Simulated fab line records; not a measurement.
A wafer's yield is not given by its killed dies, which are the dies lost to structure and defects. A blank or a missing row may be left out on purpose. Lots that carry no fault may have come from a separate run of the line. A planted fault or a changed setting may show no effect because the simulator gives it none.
Chamber matching    flow nand_harc    NHARC_P_M2_ETCH_15 on rie_diel-04: 4 sister chambers
The step etches the open film in C4F8/Ar, target depth 182.5 nm, time 91.2 s. 18 wafers are shown with their chamber, then 9 later ones without.

## WAFERS PAIRED WITH THEIR CHAMBERS
wafer   chamber  rf_vpp_V (V)  oes_product_au (a.u.)  chamber_pressure_mTorr (mTorr)
L415.3  0        442           0.990                  24.975
L415.5  2        446           0.964                  25.001
L415.6  3        440           0.985                  24.996
L418.1  1        436           0.962                  24.981
L418.5  1        438           0.956                  25.011
L418.6  0        443           0.958                  25.000
L419.2  3        440           0.967                  25.008
L419.3  2        445           0.964                  24.994
L419.4  0        443           0.985                  24.990
L420.1  3        440           0.901                  24.997
L420.5  2        446           0.925                  24.965
L420.6  3        442           0.911                  24.970
L421.1  3        441           0.951                  25.035
L421.4  0        444           0.954                  24.985
L421.5  1        438           0.937                  24.964
L422.1  2        445           0.969                  25.019
L422.3  1        438           0.975                  24.985
L422.5  0        443           0.982                  24.995

SIGNATURES (means of the wafers above)
reading                 chamber 0  chamber 1  chamber 2  chamber 3  scatter within a chamber
rf_vpp_V                443.00     437.50     445.50     440.60     0.811
oes_product_au          0.97380    0.95750    0.95550    0.94300    0.0243
chamber_pressure_mTorr  24.98900   24.98525   24.99475   25.00120   0.0193
Rule: distance of a wafer from a chamber = root of the sum over the readings of ((wafer's reading minus chamber's mean) / reading's scatter) squared. The wafer belongs to the nearest chamber; if the next one is less than 2 further off, it can't be placed. How the scatter is found: for the shown wafers, subtract from each reading the mean of its chamber, square and add these, divide the total by (wafers less chambers), then take the root.

## WAFERS WITHOUT THEIR CHAMBER
wafer   rf_vpp_V (V)  oes_product_au (a.u.)  chamber_pressure_mTorr (mTorr)
L433.1  443           0.935                  25.018
L433.2  437           0.923                  24.966
L433.5  444           0.922                  24.989
L435.1  440           0.962                  24.998
L435.4  443           0.960                  24.973
L435.6  447           0.980                  25.018
L436.3  438           0.917                  25.009
L436.4  446           0.920                  25.012
L436.5  442           0.919                  25.008

## CHAMBER TAKEN BY EACH
wafer   from the rows above           in truth
L433.1  can't be placed: 0 or 3 or 2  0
L433.2  1                             1
L433.5  can't be placed: 2 or 0       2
L435.1  3                             3
L435.4  0                             0
L435.6  2                             2
L436.3  can't be placed: 1 or 3       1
L436.4  2                             2
L436.5  can't be placed: 3 or 0       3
Placed correctly: 5 of 9. Not placeable from these rows: 4 (in 4, the candidates include the true chamber). Number placed wrongly: 0.
